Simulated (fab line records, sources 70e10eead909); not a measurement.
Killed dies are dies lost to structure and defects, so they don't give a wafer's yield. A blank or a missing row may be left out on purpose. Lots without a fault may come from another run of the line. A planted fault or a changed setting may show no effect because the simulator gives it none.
fab line records | flow nand_harc
record lots=13 wafers=39 last_day=23
route steps=1159 shown A_BLC@986 THIN_TSV@1136 END@1158
lots that met no fault: from a run of the same line without faults
start_h: hours from the record's first day to the start of the lot's first wafer shown | wait_h: hours since the lot's step before | " the same as in the row above | L1.1+2: a row that stands for several wafers | - no value, or no start given | * or withheld: withheld | < > ~ a bound
route shown NAME@n: a module of which the file shows steps, and the number in the route of the first | usual: mean/standard deviation of fault-free wafers | same: alike in all rows | chamber/n: place in a boat | sites: the reading at each site | _std_site: their standard deviation | _edge_site: outer sites' mean less inner sites' | radius_mm: how far each site lies from the wafer's centre | mask NAME#n: copy n | behind: the tool/chamber that last shaped the wafer | hold: why the lot was held/for how many hours/how that ended | device: the transistor (n, p or np) that didn't switch | end of line: the same wafers' tests at the end of the route | a step without rows: its recipe alone | killed: dies lost to structure and defects at the first sort, not the wafer's yield | map: a wafer's dies, x killed, . not, _ none there
set.NAME: the setting as run; set.NAME@STEP: as run at that earlier step | model.NAME: the simulator's own value behind a step, which no gauge read
steps of the route over a sample of lots; a table a step, a row a wafer
services: from which hour (start_h, from the record's first day; less than 0 if before it) a tool's chamber was out of use, for how many hours, and why
## steps
# step NHARC_A_BLC_PRE_CLEAN_31
# recipe time_s=15 bias_v=250 gas=Ar
# usual bias_v=249.7/2.6
# columns lot.wafer tool chamber start_h wait_h bias_v
L305.3 pvd_sputter-01 - 395.06 - 249.9
L305.2 " - " " 252.9
L305.6 " - " " 248.0
L308.2 pvd_sputter-03 - 402.35 - 252.9
L308.5 " - " " 249.4
L308.6 " - " " 249.2
L307.4 pvd_sputter-03 - 404.16 - 254.6
L307.3 " - " " 248.1
L307.5 " - " " 251.3
L310.2 pvd_sputter-01 - 427.33 - 249.8
L310.1 " - " " 250.7
L310.6 " - " " 246.8
L313.3 pvd_sputter-03 - 439.12 - 249.5
L313.4 " - " " 242.6
L313.6 " - " " 252.8
L311.1 pvd_sputter-01 - 443.74 - 249.9
L311.3 " - " " 249.2
L311.6 " - " " 250.2
L312.4 pvd_sputter-02 - 444.99 - 252.0
L312.3 " - " " 253.0
L312.6 " - " " 246.8
L315.4 pvd_sputter-01 - 456.63 - 250.5
L315.3 " - " " 248.2
L315.1 " - " " 249.5
L317.1 pvd_sputter-02 - 462.18 - 254.0
L317.3 " - " " 251.0
L317.2 " - " " 242.2
L316.2 pvd_sputter-02 - 463.99 - 247.8
L316.4 " - " " 249.2
L316.5 " - " " 251.8
L321.3 pvd_sputter-02 - 483.50 - 246.8
L321.1 " - " " 253.3
L321.5 " - " " 248.2
L319.4 pvd_sputter-03 - 494.43 - 254.3
L319.1 " - " " 246.2
L319.5 " - " " 246.6
L322.4 pvd_sputter-02 - 496.57 - 250.6
L322.1 " - " " 254.2
L322.2 " - " " 250.5
# step NHARC_THIN_TSV_DEGAS_53
# recipe temp_c=300 time_s=60
# usual heater_power_w=479/41
# columns lot.wafer tool chamber start_h wait_h heater_power_w
L305.3 pvd_sputter-02 - 452.73 0.1 497
L305.2 " - " " 492
L305.6 " - " " 511
L308.2 pvd_sputter-02 - 456.80 0.1 516
L308.6 " - " " 506
L308.5 " - " " 494
L307.4 pvd_sputter-01 - 460.10 0.1 451
L307.3 " - " " 521
L307.5 " - " " 435
L310.1 pvd_sputter-01 - 465.74 0.1 441
L310.2 " - " " 434
L310.6 " - " " 430
L311.3 pvd_sputter-01 - 473.34 0.1 449
L311.1 " - " " 530
L311.6 " - " " 426
L313.4 pvd_sputter-02 - 474.10 0.1 523
L313.3 " - " " 497
L313.6 " - " " 509
L312.4 pvd_sputter-03 - 481.88 0.1 442
L312.3 " - " " 512
L312.6 " - " " 427
L315.1 pvd_sputter-01 - 492.43 0.1 412
L315.3 " - " " 433
L315.4 " - " " 507
L317.1 pvd_sputter-03 - 499.88 0.1 425
L317.2 " - " " 537
L317.3 " - " " 523
L316.4 pvd_sputter-01 - 500.74 0.1 444
L316.2 " - " " 514
L316.5 " - " " 430
L321.3 pvd_sputter-03 - 522.17 0.1 434
L321.1 " - " " 528
L321.5 " - " " 511
L319.4 pvd_sputter-02 - 529.96 0.1 484
L319.1 " - " " 484
L319.5 " - " " 511
L322.4 pvd_sputter-03 - 532.67 0.1 431
L322.1 " - " " 523
L322.2 " - " " 529
# step NHARC_THIN_TSV_STRIP_56
# recipe power_w=1500 temp_c=250 chemistry=O2
# usual drypump_motor_current_A=6.0/0.4 heater_power_w=320/12
# columns lot.wafer tool chamber start_h wait_h drypump_motor_current_A heater_power_w rf_hours_counter_h
L305.2 plasma_asher-02 0 454.81 0.4 6.4 324 28
L305.3 " 1 " " 5.7 298 -
L305.6 " 1 " " 5.7 306 -
L308.2 plasma_asher-02 0 458.62 0.1 6.4 331 30
L308.6 " 1 " " 5.7 305 -
L308.5 " 0 " " 6.4 334 -
L307.4 plasma_asher-01 0 462.13 0.3 5.4 330 -
L307.3 " 1 " " 6.3 338 -
L307.5 " 1 " " 6.3 336 -
L310.2 plasma_asher-01 0 467.43 0.1 5.4 326 2
L310.1 " 1 " " 6.3 325 2
L310.6 " 1 " " 6.3 334 -
L311.1 plasma_asher-01 1 475.34 0.3 6.3 339 6
L311.3 " 0 " " 5.4 332 -
L311.6 " 0 " " 5.4 326 -
L313.4 plasma_asher-02 1 475.90 0.2 5.7 306 -
L313.3 " 0 " " 6.4 319 -
L313.6 " 1 " " 5.7 300 -
L312.3 plasma_asher-02 1 483.77 0.2 5.7 307 -
L312.4 " 0 " " 6.4 327 -
L312.6 " 0 " " 6.4 315 -
L315.1 plasma_asher-02 0 494.29 0.1 6.4 331 44
L315.4 " 1 " " 5.7 306 -
L315.3 " 0 " " 6.4 319 -
L317.1 plasma_asher-02 1 501.73 0.1 5.7 303 47
L317.2 " 0 " " 6.4 326 47
L317.3 " 1 " " 5.7 313 -
L316.2 plasma_asher-01 1 502.79 0.1 6.3 332 15
L316.4 " 1 " " 6.3 332 -
L316.5 " 1 " " 6.3 328 -
L321.1 plasma_asher-02 1 523.95 0.1 5.7 305 54
L321.3 " 0 " " 6.4 326 -
L321.5 " 0 " " 6.4 324 -
L319.1 plasma_asher-02 0 531.80 0.1 6.4 327 56
L319.4 " 1 " " 5.7 311 -
L319.5 " 0 " " 6.4 326 -
L322.1 plasma_asher-02 1 534.47 0.1 5.7 306 57
L322.2 " 0 " " 6.4 329 57
L322.4 " 0 " " 6.4 327 -
# step NHARC_END_WLT_00
# usual VT_DECK1_BOTTOM=0.871/0.0072 VT_DECK1_BOTTOM_INNER=0.871/0.0063 VT_DECK1_MEDIAN_NEAR_BOTTOM=0.872/0.0065 VT_DECK1_MEDIAN_NEAR_BOTTOM_INNER=0.872/0.0067 VT_DECK1_MIDDLE=0.884/0.0059 VT_DECK1_MIDDLE_INNER=0.884/0.0066 VT_DECK1_TOP=0.896/0.0062 VT_DECK1_TOP_INNER=0.895/0.0066
# columns lot.wafer tool chamber start_h wait_h VT_DECK1_BOTTOM VT_DECK1_BOTTOM_INNER VT_DECK1_MEDIAN_NEAR_BOTTOM VT_DECK1_MEDIAN_NEAR_BOTTOM_INNER VT_DECK1_MIDDLE VT_DECK1_MIDDLE_INNER VT_DECK1_TOP VT_DECK1_TOP_INNER
L305.2 prober-02 - 459.17 0.6 0.867 0.857 0.873 0.857 0.879 0.886 0.894 0.895
L305.3 " - " " 0.867 0.867 0.866 0.873 0.885 0.882 0.895 0.892
L305.6 " - 461.17 2.6 0.864 0.872 0.870 0.868 0.885 0.881 0.890 0.890
L308.2 prober-02 - 474.72 12.3 0.874 0.878 0.874 0.871 0.883 0.881 0.892 0.898
L308.5 " - 476.24 13.8 0.872 0.883 0.879 0.877 0.885 0.885 0.897 0.894
L308.6 " - " " 0.864 0.868 0.880 0.872 0.884 0.885 0.892 0.893
L310.1 prober-01 - 482.25 11.5 0.856 0.868 0.858 0.865 0.870 0.879 0.890 0.884
L310.2 " - " " 0.868 0.861 0.861 0.866 0.878 0.885 0.894 0.895
L310.6 " - 484.73 14.0 0.861 0.864 0.873 0.856 0.887 0.875 0.899 0.878
L307.3 prober-02 - 483.09 12.3 0.881 0.881 0.880 0.888 0.895 0.894 0.908 0.903
L307.4 " - " " 0.881 0.877 0.872 0.878 0.891 0.889 0.902 0.907
L307.5 " - " " 0.872 0.872 0.883 0.873 0.887 0.888 0.897 0.908
L311.1 prober-01 - 490.03 7.4 0.882 0.872 0.883 0.874 0.893 0.889 0.905 0.898
L311.3 " - 491.04 8.5 0.867 0.873 0.867 0.876 0.892 0.895 0.904 0.899
L311.6 " - 492.55 10.0 0.872 0.879 0.877 0.883 0.889 0.880 0.900 0.907
L313.3 prober-02 - 498.70 16.1 0.874 0.873 0.872 0.868 0.885 0.884 0.903 0.903
L313.4 " - " " 0.875 0.873 0.868 0.876 0.888 0.887 0.907 0.894
L313.6 " - " " 0.869 0.866 0.873 0.871 0.890 0.890 0.906 0.903
L312.3 prober-01 - 498.84 10.0 0.870 0.867 0.877 0.874 0.882 0.890 0.896 0.899
L312.4 " - " " 0.865 0.867 0.860 0.872 0.888 0.890 0.893 0.895
L312.6 " - 500.35 11.5 0.877 0.866 0.868 0.869 0.892 0.883 0.885 0.887
L315.1 prober-01 - 505.69 7.3 0.880 0.877 0.877 0.876 0.895 0.891 0.900 0.899
L315.3 " - 506.69 8.3 0.870 0.868 0.880 0.874 0.887 0.878 0.901 0.906
L315.4 " - " " 0.876 0.882 0.884 0.884 0.896 0.889 0.891 0.900
L317.1 prober-02 - 513.31 6.4 0.857 0.861 0.860 0.857 0.882 0.878 0.894 0.890
L317.2 " - " " 0.869 0.861 0.867 0.869 0.880 0.873 0.891 0.893
L317.3 " - " " 0.864 0.863 0.863 0.867 0.885 0.879 0.889 0.898
L316.2 prober-01 - 513.99 7.0 0.883 0.873 0.875 0.877 0.887 0.890 0.900 0.901
L316.4 " - 515.00 8.1 0.867 0.867 0.870 0.876 0.882 0.889 0.901 0.899
L316.5 " - " " 0.881 0.870 0.870 0.878 0.889 0.880 0.898 0.906
L321.1 prober-02 - 529.01 0.9 0.875 0.866 0.881 0.875 0.886 0.893 0.901 0.895
L321.3 " - " " 0.873 0.870 0.875 0.867 0.885 0.887 0.895 0.901
L321.5 " - " " 0.874 0.875 0.877 0.875 0.882 0.889 0.902 0.892
L319.1 prober-01 - 537.04 0.0 0.867 0.869 0.873 0.867 0.881 0.878 0.890 0.889
L319.4 " - 538.54 1.5 0.872 0.870 0.869 0.876 0.885 0.881 0.892 0.885
L319.5 " - " " 0.874 0.864 0.873 0.867 0.881 0.880 0.890 0.893
L322.1 prober-02 - 537.04 0.0 0.873 0.875 0.876 0.866 0.883 0.892 0.898 0.895
L322.2 " - " " 0.878 0.873 0.872 0.868 0.890 0.875 0.895 0.901
L322.4 " - 538.54 1.5 0.874 0.882 0.879 0.879 0.886 0.889 0.901 0.899
# step NHARC_END_SORT_01
# recipe temp_c=25
# usual killed_at_array=28/11 killed_at_other=0.8/1.3 killed_at_periphery=3.6/2.5 killed_dies=32/11 killed_open=3.0/1.8 killed_short=2.0/1.5
# same gross_dies=677
# columns lot.wafer tool chamber start_h wait_h killed_at_array killed_at_other killed_at_periphery killed_dies killed_open killed_short
L308.2 prober-02 0 478.06 2.8 23 0 3 26 2 2
L308.5 prober-02 0 480.47 3.7 49 0 5 54 6 2
L308.6 prober-02 0 481.28 4.0 31 0 1 32 3 2
L310.1 prober-01 0 485.23 2.5 29 2 3 34 1 4
L310.2 prober-01 0 486.03 2.8 34 1 4 39 4 2
L310.6 prober-01 0 489.23 4.0 28 0 2 30 5 0
L311.1 prober-01 0 493.05 2.5 11 0 4 15 1 1
L311.3 prober-01 0 494.65 3.1 7 0 4 11 1 1
L311.6 prober-01 0 497.04 4.0 14 0 1 15 2 1
L316.2 prober-01 0 517.33 2.8 20 1 3 24 2 4
L316.4 prober-01 0 518.96 3.5 21 0 7 28 2 4
L316.5 prober-01 0 519.77 3.8 32 2 7 41 2 2
L321.1 prober-02 0 531.97 2.5 112 3 3 118 1 1
L321.3 prober-02 0 533.56 3.1 59 1 5 65 3 0
L321.5 prober-02 0 535.15 3.7 72 1 4 77 8 2
L322.1 prober-02 0 540.03 2.5 104 4 7 115 8 1
L322.2 prober-02 0 540.82 2.8 88 1 11 100 1 0
L322.4 prober-02 0 542.39 3.4 37 4 8 49 2 2
# killed by level:class
L308.2 A_SLIT:chamber_film_flake=10 A_CHANNEL_HOLE_D1:chamber_film_flake=5 A_CONTACT:chamber_film_flake=5 P_CONTACT:geometric_particle:short=1 P_CONTACT:geometric_particle:open=1 P_M0:geometric_particle:open=1 A_M1:geometric_particle:short=1 A_CHANNEL_FILL_D1:chamber_film_flake=1
L308.5 A_SLIT:chamber_film_flake=17 A_CHANNEL_HOLE_D1:chamber_film_flake=15 A_CONTACT:chamber_film_flake=5 A_WL_FILL:chamber_film_flake=4 A_WL_FILL:geometric_particle:short=2 A_BLC:geometric_particle:open=2 P_STI:chamber_film_flake=2 A_BONDPAD:chamber_film_flake=2
L308.6 A_SLIT:chamber_film_flake=10 A_CHANNEL_HOLE_D1:chamber_film_flake=8 A_WL_FILL:chamber_film_flake=3 A_CONTACT:chamber_film_flake=2 A_BONDPAD:chamber_film_flake=2 A_ONON_D1:geometric_particle:open=1 A_CHANNEL_FILL_D1:geometric_particle:open=1 A_CHANNEL_FILL_D1:geometric_particle:short=1
L310.1 A_CHANNEL_HOLE_D1:chamber_film_flake=16 A_SLIT:chamber_film_flake=9 A_ONON_D1:geometric_particle:short=2 THIN_TSV:chamber_film_flake=2 P_CONTACT:geometric_particle:open=1 P_M0:geometric_particle:short=1 A_CONTACT:geometric_particle:short=1 P_GATE:chamber_film_flake=1
L310.2 A_CHANNEL_HOLE_D1:chamber_film_flake=14 A_SLIT:chamber_film_flake=14 P_GATE:geometric_particle:open=1 P_CONTACT:geometric_particle:open=1 A_WL_FILL:geometric_particle:short=1 A_CONTACT:geometric_particle:short=1 A_CONTACT:geometric_particle:open=1 A_M1:geometric_particle:open=1
L310.6 A_SLIT:chamber_film_flake=15 A_CHANNEL_HOLE_D1:chamber_film_flake=9 A_CHANNEL_FILL_D1:geometric_particle:open=2 P_CONTACT:geometric_particle:open=1 P_M0:geometric_particle:open=1 A_CHANNEL_HOLE_D1:geometric_particle:open=1 A_CONTACT:chamber_film_flake=1
L311.1 A_STAIRCASE:chamber_film_flake=5 P_GATE:chamber_film_flake=3 A_CHANNEL_HOLE_D1:chamber_film_flake=3 A_CHANNEL_FILL_D1:geometric_particle:open=1 A_BLC:geometric_particle:short=1 P_STI:chamber_film_flake=1 A_CONTACT:chamber_film_flake=1
L311.3 A_CONTACT:chamber_film_flake=3 A_CONTACT:geometric_particle:short=1 A_M1:geometric_particle:open=1 P_STI:chamber_film_flake=1 P_GATE:chamber_film_flake=1 P_M2:chamber_film_flake=1 P_BONDPAD:chamber_film_flake=1 A_CHANNEL_HOLE_D1:chamber_film_flake=1
L311.6 A_CHANNEL_HOLE_D1:chamber_film_flake=7 A_CONTACT:chamber_film_flake=2 A_ONON_D1:geometric_particle:open=1 A_CHANNEL_FILL_D1:geometric_particle:short=1 A_SLIT:geometric_particle:open=1 P_GATE:chamber_film_flake=1 A_STAIRCASE:chamber_film_flake=1 A_SLIT:chamber_film_flake=1
L316.2 A_CHANNEL_HOLE_D1:chamber_film_flake=8 A_STAIRCASE:chamber_film_flake=3 A_CONTACT:chamber_film_flake=2 A_M1:chamber_film_flake=2 P_GATE:geometric_particle:short=1 P_M0:geometric_particle:short=1 A_WL_FILL:geometric_particle:short=1 A_CONTACT:geometric_particle:open=1
L316.4 A_CHANNEL_HOLE_D1:chamber_film_flake=7 P_CONTACT:chamber_film_flake=5 A_M1:chamber_film_flake=5 A_STAIRCASE:chamber_film_flake=3 A_SGD_CUT:geometric_particle:short=2 P_CONTACT:geometric_particle:open=1 A_SOURCE_PLATE:geometric_particle:short=1 A_ONON_D1:geometric_particle:short=1
L316.5 A_CHANNEL_HOLE_D1:chamber_film_flake=18 P_CONTACT:chamber_film_flake=6 A_M1:chamber_film_flake=5 A_ZERO_WELL:chamber_film_flake=2 THIN_TSV:chamber_film_flake=2 A_STAIRCASE:chamber_film_flake=2 P_M1:geometric_particle:short=1 A_ONON_D1:geometric_particle:short=1
L321.1 A_BLC:unspecified=70 A_SLIT:chamber_film_flake=24 A_CHANNEL_HOLE_D1:chamber_film_flake=11 A_CONTACT:chamber_film_flake=5 P_M2:chamber_film_flake=3 THIN_TSV:chamber_film_flake=3 A_SGD_CUT:geometric_particle:open=1 A_CONTACT:geometric_particle:short=1
L321.3 A_BLC:unspecified=31 A_SLIT:chamber_film_flake=12 A_CHANNEL_HOLE_D1:chamber_film_flake=9 A_CONTACT:chamber_film_flake=4 P_M2:chamber_film_flake=3 P_M0:geometric_particle:open=1 A_WL_FILL:geometric_particle:open=1 A_CONTACT:geometric_particle:open=1
L321.5 A_BLC:unspecified=32 A_CHANNEL_HOLE_D1:chamber_film_flake=14 A_SLIT:chamber_film_flake=13 A_STAIRCASE:chamber_film_flake=4 A_CONTACT:geometric_particle:open=2 A_M1:geometric_particle:open=2 A_CONTACT:chamber_film_flake=2 P_CONTACT:geometric_particle:open=1
L322.1 A_BLC:unspecified=84 P_M2:chamber_film_flake=5 A_CHANNEL_HOLE_D1:chamber_film_flake=5 A_STAIRCASE:chamber_film_flake=5 THIN_TSV:chamber_film_flake=4 A_CONTACT:geometric_particle:open=2 A_M0:geometric_particle:open=2 P_M2:geometric_particle:open=1
L322.2 A_BLC:unspecified=76 A_CHANNEL_HOLE_D1:chamber_film_flake=5 P_ZERO_WELL:chamber_film_flake=4 P_M2:chamber_film_flake=4 P_GATE:chamber_film_flake=2 A_CHANNEL_FILL_D1:chamber_film_flake=2 A_WL_FILL:chamber_film_flake=2 A_ONON_D1:geometric_particle:open=1
L322.4 A_BLC:unspecified=30 P_M2:chamber_film_flake=5 A_CHANNEL_HOLE_D1:chamber_film_flake=4 THIN_TSV:chamber_film_flake=4 A_ONON_D1:geometric_particle:open=2 P_CONTACT:geometric_particle:short=1 P_M0:geometric_particle:short=1 P_ZERO_WELL:chamber_film_flake=1
## services
# columns tool chamber start_h hours kind
pvd_sputter-02 - 392.00 10.0 pm
plasma_asher-01 - 453.04 9.0 pm
plasma_asher-01 0 453.04 9.0 vent_cycle
plasma_asher-01 1 453.04 9.0 vent_cycle
pvd_sputter-03 - 458.08 10.0 pm
plasma_asher-01 0 462.04 - clean
plasma_asher-01 1 462.04 - clean
pvd_sputter-02 - 477.55 1.4 repair
pvd_sputter-01 - 514.00 10.0 pm
## key
first_sign step=NHARC_END_SORT_01 reading=killed_dies direction=up sigmas=5 usual=32 struck=87 wafers_moved=5
effect step=NHARC_END_SORT_01 reading=killed_at_array direction=up sigmas=4.8 usual=28 struck=79 wafers_moved=5
more_kills_born_at NHARC_A_BLC_PRE_CLEAN_31@pvd_sputter-02=323
met_at NHARC_A_BLC_PRE_CLEAN_31
struck_lots L321,L322
tester_left_out L321,L322
not_acting_at NHARC_THIN_TSV_DEGAS_53,NHARC_THIN_TSV_STRIP_56,NHARC_END_WLT_00
onset_between 463.99 483.50
fault kind=chamber_particle_source tool=pvd_sputter-02 chamber=- onset_h=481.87 steps=NHARC_A_BLC_PRE_CLEAN_31 rate_per_visit_cm2=0.52178 end_h=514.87
# tester_left_out: of these lots the tester's yield and bins aren't shown, on N5 and GAA mostly nor the transistor test; their killed dies are dies lost to structure and defects alone, not to doping, threshold or leakage, so they don't give the yield
